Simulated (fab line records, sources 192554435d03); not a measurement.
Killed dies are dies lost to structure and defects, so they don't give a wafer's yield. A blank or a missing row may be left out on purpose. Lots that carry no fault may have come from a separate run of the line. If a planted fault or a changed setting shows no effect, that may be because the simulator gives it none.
A lot that was struck, set against a sound lot | flow n5_finfet | 37 out of 1938 route steps
Sound: wafers L207.4, L207.5, L207.6. The struck wafers were L215.2, L215.3, L215.6. Last of all comes the cause.
Per side, at each step with rows, come the tool, then ch with its chambers, and then its first start. Under that, the readings that differ: sound wafers | struck wafers | difference of the means | sigmas: that difference in standard deviations of wafers without a fault.
alike: readings whose means differ by less than 2 such deviations, and words and numbers that are the same on both sides. not compared: withheld readings, readings that some wafer has no value for, bounds like >300 that may hide the same value, and numbers for which the record gives no deviation and whose values overlap.
The two part at a step that has a row with sigmas, a row that says differs or no value, or rows on one side only. Numbers that don't overlap but have no deviation are shown without sigmas and don't part them. Lack of a reading on every wafer of one side parts them only where that side has two or more wafers.

first, 3 steps without rows for these wafers: N5_BEOL_M4_STRIP_36 (strips in N2/H2); N5_BEOL_M4_TRENCH_ETCH_37 (etches SiOC in C4F6/O2, target depth 55.555 nm, time 29.2 s); N5_BEOL_M4_ETCH_41 (etches SiCN in CH3F/O2, target depth 29.9 nm, time 52.5 s).
N5_BEOL_M4_STRIP_97: strips in N2/H2, time 10 s.
  sound on rie_diel-05 ch 1,2,3; struck on rie_diel-05 ch 0,3
  alike: drypump_motor_current_A, h2_flow_sccm, oes_product_au, rf_vpp_V, showerhead_plenum_p_Torr, throttle_valve_pct
  not compared: rf_hours_counter_h
N5_BEOL_M4_OCD_MEAS_38:
  sound on ocd-02, day 7 20:32; struck on ocd-01, day 9 16:02
  alike: trench_depth_nm
then, 4 steps without rows for these wafers: N5_BEOL_M4_HM_STRIP_39 (strips TiN in peroxide tin strip, target depth 25 nm, time 158 s); N5_BEOL_M4_SRD_40 (time 30 s); N5_BEOL_M4_PRECLEAN_42 (cleans in residue remover, time 60 s); N5_BEOL_M4_SRD_43 (time 30 s).
N5_BEOL_M4_CD_MEAS_35: target cd 18 nm, target cd y 22.4 nm.
  sound on cd_sem-03, day 7 20:42; struck on cd_sem-03, day 9 16:11
  alike: cd_nm
then, 2 steps without rows for these wafers: N5_BEOL_M4_DEGAS_44 (time 60 s); N5_BEOL_M4_PRE_CLEAN_45 (time 30 s).
N5_BEOL_M4_ALD_84: deposits TaN, pulse time 2 s, purge time 3 s, co reactant purge time 2 s.
  sound on ald_metal-03 ch 0,1,2, day 7 21:14; struck on ald_metal-03 ch 1,2,3, day 9 16:53
  no value came back on the struck wafers for ald_cycles, chamber_pressure_Torr (Torr), heater_power_w (W), pulse_time_s (s); on the sound wafers ald_cycles reads 30 30 30
then, 6 steps without rows for these wafers: N5_BEOL_M4_SURFACE_TREAT_85; N5_BEOL_M4_CVD_47 (deposits Co from CCTBA/H2, target thk 3 nm, time 223.8 s); N5_BEOL_M4_SPUTTER_48 (material Cu, target thk 4.5 nm, time 8.29 s); N5_BEOL_M4_ANNEAL_49 (time 240 s); N5_BEOL_M4_SPUTTER_79 (material Cu, target thk 4.5 nm, time 8.29 s); N5_BEOL_M4_ANNEAL_80 (time 240 s).
N5_BEOL_M4_SPUTTER_81: material Cu, target thk 4.5 nm, time 8.29 s.
  sound on pvd_sputter-03, day 7 22:42; struck on pvd_sputter-01, day 9 17:49
  alike: throttle_valve_pct
N5_BEOL_M4_ANNEAL_82: time 240 s.
  sound on pvd_sputter-03, day 7 22:47; struck on pvd_sputter-01, day 9 17:54
  alike: heater_power_w
then, 2 steps without rows for these wafers: N5_BEOL_M4_SPUTTER_86 (material Cu, target thk 4.5 nm, time 8.29 s); N5_BEOL_M4_ANNEAL_87 (time 240 s).
N5_BEOL_M4_SPUTTER_88: material Cu, target thk 4.5 nm, time 8.29 s.
  sound on pvd_sputter-03, day 7 23:08; struck on pvd_sputter-01, day 9 18:16
  alike: throttle_valve_pct
N5_BEOL_M4_ANNEAL_89: time 240 s.
  sound on pvd_sputter-03, day 7 23:13; struck on pvd_sputter-01, day 9 18:20
  alike: heater_power_w
then, 9 steps without rows for these wafers: N5_BEOL_M4_SPUTTER_90 (material Cu, target thk 4.5 nm, time 8.29 s); N5_BEOL_M4_ANNEAL_91 (time 240 s); N5_BEOL_M4_SPUTTER_92 (material Cu, target thk 4.5 nm, time 8.29 s); N5_BEOL_M4_ANNEAL_93 (time 240 s); N5_BEOL_M4_SPUTTER_94 (material Cu, target thk 4.5 nm, time 8.29 s); N5_BEOL_M4_ANNEAL_95 (time 240 s); N5_BEOL_M4_SPUTTER_96 (material Cu, target thk 4.5 nm, time 8.29 s); N5_BEOL_M4_ECD_50 (material Cu, target thk 300 nm); N5_BEOL_M4_ANNEAL_51 (time 90 s).
N5_BEOL_M4_CMP_52: polishes, stops on SiOC, t overpolish 6.8 s, target thk 40 nm.
  sound on cmp-04 ch 2,3, day 8 00:52; struck on cmp-01 ch 0,1,2, day 9 19:40
  reading                      | sound          | struck         | difference | sigmas
  barrier_field_endpoint_s (s) | 25.0 24.7 24.8 | 23.9 23.2 22.4 | -1.7       | -3
  alike: motor_current_A
N5_BEOL_M4_RC_MEAS_101:
  the record has rows for the sound wafers here (prober-01 ch 0, day 8 01:59) and none for the struck ones
-- the record jumps here: 4 days lie between the struck wafers' starts before and after (it left off in module BEOL_M4 and takes up again in module PASSIVATION, whose first step shown is number 1936 of the route) --
N5_PASSIVATION_PROBE_49:
  sound on prober-01, day 12 08:16; struck on prober-02, day 13 21:56
  reading                  | sound          | struck            | difference | sigmas
  defect_limited_yield (%) | 93.8 93.1 91.9 | 0 0 0             | -93        | -62
  killed_at_M4_up          | 7 4 11         | 1056 1092 1089    | +1072      | +99 or more
  killed_at_contacts       | 6 12 4         | 39 16 21          | +18        | +3
  killed_dies              | 73 81 96       | 1180 1180 1180    | +1097      | +65
  killed_on_rim            | 6 10 7         | 152 152 152       | +144       | +36
  killed_open              | 47 46 65       | 102 72 78         | +31        | +2
  sort_bin_4_leakage (%)   | 0 0 0          | 88.47 91.10 90.59 | +90.05     | +99 or more
  sort_bin_6_memory (%)    | 2.2 1.7 2.9    | 4.2 3.6 3.1       | +1.4       | +2
  sort_n_pass              | 1107 1099 1084 | 0 0 0             | -1097      | -65
  sort_yield_pct (%)       | 93.8 93.1 91.9 | 0 0 0             | -93        | -66
  alike: killed_at_M0_to_M3, killed_at_front_end, killed_at_other, killed_short, sort_bin_5_function

WHERE THEY PART
First at N5_BEOL_M4_ALD_84; last, within this record, at N5_PASSIVATION_PROBE_49.

WHY: what had been put in by the simulator
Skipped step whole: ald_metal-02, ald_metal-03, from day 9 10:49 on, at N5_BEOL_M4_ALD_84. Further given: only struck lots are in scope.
